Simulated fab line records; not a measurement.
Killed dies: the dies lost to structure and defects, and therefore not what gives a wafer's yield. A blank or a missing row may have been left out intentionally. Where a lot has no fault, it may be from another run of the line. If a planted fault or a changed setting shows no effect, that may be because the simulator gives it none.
A struck lot beside a sound one ; flow nand-harc ; 13 out of 1302 route steps
Sound: these wafers, L156.2, L156.3, L156.4. Struck: wafer L150.5; the same lot's L150.6 was not struck, so it is left out; see the end for the cause.
Each step with rows lists, per side, the tool, then ch with its chambers, then its first start. Under that, the readings that differ: sound wafers ; struck wafers ; difference of the means ; sigmas: that difference in standard deviations of wafers without a fault.
alike: same words and numbers on both sides, and readings whose means sit less than 2 such deviations apart. not compared: any withheld reading, any reading some wafer has no value for, any bound like >300 that may hide the same value, and any number with overlapping values for which the record gives no deviation.
Wherever a step has rows on one side only, a row that says differs or no value, or a row with sigmas, the two part there. Numbers that don't overlap but have no deviation are shown without sigmas and don't part them. A reading missing from all wafers of one side parts the sides only when that side holds two or more wafers.

first, 6 steps without rows for these wafers: NHARC_A_STAIRCASE_EBR_180; NHARC_A_STAIRCASE_EXPOSE_181 (exposes mask STAIR 2); NHARC_A_STAIRCASE_PEB_182 (peb time 130 s); NHARC_A_STAIRCASE_DEVELOP_183 (time 140 s); NHARC_A_STAIRCASE_HARDBAKE_185 (time 140 s); NHARC_A_STAIRCASE_DESCUM_186 (chemistry O2, time 3 s).
NHARC_A_STAIRCASE_TRIM_187: chemistry O2, time 211.2 s.
  sound on rie-diel-01 ch 0,1,3, day 22 07:34; struck on rie-diel-08 ch 3, day 20 07:31
reading;sound;struck;difference;sigmas
throttle-valve-pct (%);17.023 17.025 17.033;17.055;+0.028;+3
  alike: drypump-motor-current-A, oes-product-au, rf-vpp-V, showerhead-plenum-p-Torr
  not compared: rf-hours-counter-h
NHARC_A_STAIRCASE_ETCH_188: etches the open film in C4F8/O2, target depth 100 nm, time 40.5 s.
  sound: rie-diel-01 ch 1,2,3; struck: rie-diel-08 ch 3
  alike: oes-product-au, rf-vpp-V
  not compared: rf-hours-counter-h
NHARC_A_STAIRCASE_TRIM_189: chemistry O2, time 211.2 s.
  sound: rie-diel-01 ch 1,2,3; struck: rie-diel-08 ch 0
  alike: drypump-motor-current-A, oes-product-au, rf-vpp-V, showerhead-plenum-p-Torr, throttle-valve-pct
  not compared: rf-hours-counter-h
then, 1 step without rows for these wafers: NHARC_A_STAIRCASE_ETCH_190 (etches the open film in C4F8/O2, target depth 100 nm, time 40.5 s).
NHARC_A_STAIRCASE_TRIM_191: chemistry O2, time 211.2 s.
  sound: rie-diel-01 ch 1,2,3; struck: rie-diel-08 ch 3
  alike: drypump-motor-current-A, oes-product-au, rf-vpp-V, showerhead-plenum-p-Torr, throttle-valve-pct
  not compared: rf-hours-counter-h
NHARC_A_STAIRCASE_ETCH_192: etches the open film in C4F8/O2, target depth 100 nm, time 40.5 s.
  sound on rie-diel-01 ch 0,2,3, day 22 08:11; struck on rie-diel-08 ch 2, day 20 08:06
reading;sound;struck;difference;sigmas
oes-product-au (a.u.);0.946 0.955 0.943;0.765;-0.183;-15
  alike: rf-vpp-V
  not compared: rf-hours-counter-h
NHARC_A_STAIRCASE_TRIM_193: chemistry O2, time 211.2 s.
  sound: rie-diel-01 ch 1,2,3; struck: rie-diel-08 ch 0
  alike: drypump-motor-current-A, oes-product-au, rf-vpp-V, showerhead-plenum-p-Torr, throttle-valve-pct
  not compared: rf-hours-counter-h

== WHERE THEY PART ==
First at NHARC_A_STAIRCASE_TRIM_187; last, within this record, at NHARC_A_STAIRCASE_ETCH_192. Later steps at which nothing parts them and some readings are alike: NHARC_A_STAIRCASE_TRIM_193.

WHY: the cause the simulator had injected
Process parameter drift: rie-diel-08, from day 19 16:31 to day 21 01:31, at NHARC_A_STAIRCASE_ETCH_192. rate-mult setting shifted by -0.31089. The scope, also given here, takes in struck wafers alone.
